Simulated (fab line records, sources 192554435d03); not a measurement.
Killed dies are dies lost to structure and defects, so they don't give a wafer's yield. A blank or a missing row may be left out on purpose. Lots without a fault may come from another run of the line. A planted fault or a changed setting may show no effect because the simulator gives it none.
Split-lot experiment | flow n5_finfet | 7 lots, 21 wafers read, on a route of 1938 steps

THE SPLIT
At N5_FIN_SAQP_PECVD_06 (deposits a-Si from SiH4/He, target thk 60 nm, time 48.1 s), the setting time_s was moved away from the recipe's 48.1 s on 5 of the 21 wafers read, by -10.9% to +13.6%. The other wafers ran this setting at the recipe's value.

FROM THE SPLIT TO THE READING: what the file shows between them, 10 steps
- N5_FIN_SAQP_THK_MEAS_07
- N5_FIN_SAQP_HM_DEP_72: deposits SiO2 from SiH4/N2O, target thk 12 nm, time 7.2 s
- N5_FIN_SAQP_COAT_49: time 60 s, resist thk 100 nm
- N5_FIN_SAQP_HM_OPEN_73: chemistry CHF3/O2, target SiO2, stops on a-Si, target depth 12 nm, time 16.8 s
- N5_FIN_SAQP_STRIP_74: strips in CHF3/O2
- N5_FIN_SAQP_MANDREL_ETCH_22: etches a-Si in HBr/Cl2, stops on SiNx, target depth 60 nm, bt time 10 s, time 30 s
- N5_FIN_SAQP_STRIP_55: strips in N2/H2
- N5_FIN_SAQP_STRIP_23: strips in SPM, time 750 s
- N5_FIN_SAQP_SRD_66: time 30 s
- N5_FIN_SAQP_RECESS_75: chemistry HF/NH3, target SiO2, target depth 14.4 nm, afs cycles 3, sublimation time 60 s

THE READING
a-Si_of_FIN_SAQP_PECVD_06.thk_nm (the simulator's own value, which no gauge read), in nm, at N5_FIN_SAQP_SPACER1_ALD_24 (deposits SiO2, target thk 20.3 nm, pulse time 1 s, purge time 2 s). The file gives no usual value for it. The 16 wafers here that ran the recipe average 59.8 nm, standard deviation 0.63 nm.

wafer  | tool, chamber at the split | time_s as run, s | against the recipe | a-Si_of_FIN_SAQP_PECVD_06.thk_nm, nm | against lot-mates on the recipe
L076.1 | pecvd-02, 1                | 48.1             | recipe             | 59.8                                 | -
L076.5 | pecvd-02, 0                | 42.85            | -10.9%             | 54.8                                 | -5.2
L076.6 | pecvd-02, 1                | 48.1             | recipe             | 60.2                                 | -
L080.4 | pecvd-04, 0                | 48.1             | recipe             | 59.8                                 | -
L080.5 | pecvd-04, 0                | 48.1             | recipe             | 59.4                                 | -
L080.6 | pecvd-04, 2                | 48.1             | recipe             | 59.2                                 | -
L082.3 | pecvd-04, 1                | 46.09            | -4.2%              | 57.2                                 | -2.8
L082.4 | pecvd-04, 2                | 48.1             | recipe             | 59.6                                 | -
L082.6 | pecvd-04, 1                | 48.1             | recipe             | 60.4                                 | -
L083.3 | pecvd-03, 2                | 48.1             | recipe             | 59.6                                 | -
L083.4 | pecvd-03, 0                | 48.1             | recipe             | 59.4                                 | -
L083.5 | pecvd-03, 2                | 48.1             | recipe             | 60.8                                 | -
L084.1 | pecvd-04, 0                | 45.82            | -4.7%              | 57.4                                 | -2.5
L084.3 | pecvd-04, 2                | 48.1             | recipe             | 58.6                                 | -
L084.6 | pecvd-04, 1                | 48.1             | recipe             | 61.2                                 | -
L085.1 | pecvd-04, 2                | 48.1             | recipe             | 59.2                                 | -
L085.3 | pecvd-04, 0                | 48.1             | recipe             | 60                                   | -
L085.6 | pecvd-04, 0                | 48.1             | recipe             | 59.6                                 | -
L096.3 | pecvd-04, 2                | 48.1             | recipe             | 59.4                                 | -
L096.5 | pecvd-04, 0                | 54.64            | +13.6%             | 69.4                                 | +10.0
L096.6 | pecvd-04, 1                | 54.64            | +13.6%             | 68.8                                 | +9.4

THE FIT
A straight line over all 21 wafers: a-Si_of_FIN_SAQP_PECVD_06.thk_nm changes by +0.621 nm for each +1% of time_s; r = +0.97; the points scatter about the line by 0.75 nm.
The same after taking each lot's own level away (the mean of its wafers on the recipe; 21 wafers): +0.648 nm for each +1%; r = +0.98; scatter 0.73 nm.
On that fit, the largest move of time_s shifts the reading by 8.8 nm.
The lots' own levels span 59.40 to 60.00 nm, that is 1.0 times the standard deviation above.
So the lot-to-lot level changes the slope little: the two slopes agree.
Check: with one of the wafers moved furthest among these (+13.6%) left out of the fit, the line predicts +8.4 nm for it against its lot-mates. It came out at +10 nm against them.

OTHER SPLITS ON THESE WAFERS
These wafers also went through other splits before the reading. Each is held against what the fit with the lots' levels taken away leaves over:
other split on the same wafers  | wafers away from the commonest value | r with a-Si_of_FIN_SAQP_PECVD_06.thk_nm (lot level and that fit taken away)
N5_ZERO_LAYER_EXPOSE_08 dose_mj | 9                                    | +0.29
N5_ZERO_LAYER_ETCH_18 bias_w    | 4                                    | +0.30
N5_WELL_APT_COAT_02 spin_rpm    | 7                                    | +0.07
N5_WELL_APT_EXPOSE_05 dose_mj   | 8                                    | -0.28
N5_FIN_SAQP_ALD_61 ald_cycles   | 9                                    | -0.19

THE WHOLE CHAIN: every reading that the file lists as answering this split, in the file's order
step                        | what it does                                                                       | reading                                                                           | change (the file's fit)               | r (the file's)
N5_FIN_SAQP_PECVD_06        | deposits a-Si from SiH4/He, target thk 60 nm, time 48.1 s                          | a-Si_of_FIN_SAQP_PECVD_06.thk_nm (the simulator's own value, which no gauge read) | +0.615 nm for each +1% of the setting | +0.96
N5_FIN_SAQP_THK_MEAS_07     |                                                                                    | thk_nm                                                                            | withheld for each +1% of the setting  | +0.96
N5_FIN_SAQP_MANDREL_ETCH_22 | etches a-Si in HBr/Cl2, stops on SiNx, target depth 60 nm, bt time 10 s, time 30 s | etch.depth_nm (the simulator's own value, which no gauge read)                    | +0.615 nm for each +1% of the setting | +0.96
N5_FIN_SAQP_SPACER1_ALD_24  | deposits SiO2, target thk 20.3 nm, pulse time 1 s, purge time 2 s                  | a-Si_of_FIN_SAQP_PECVD_06.thk_nm (the simulator's own value, which no gauge read) | +0.617 nm for each +1% of the setting | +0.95

THE FILE'S OWN FIT
a-Si_of_FIN_SAQP_PECVD_06.thk_nm changes by +0.617 nm for each +1% of time_s, r = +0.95.
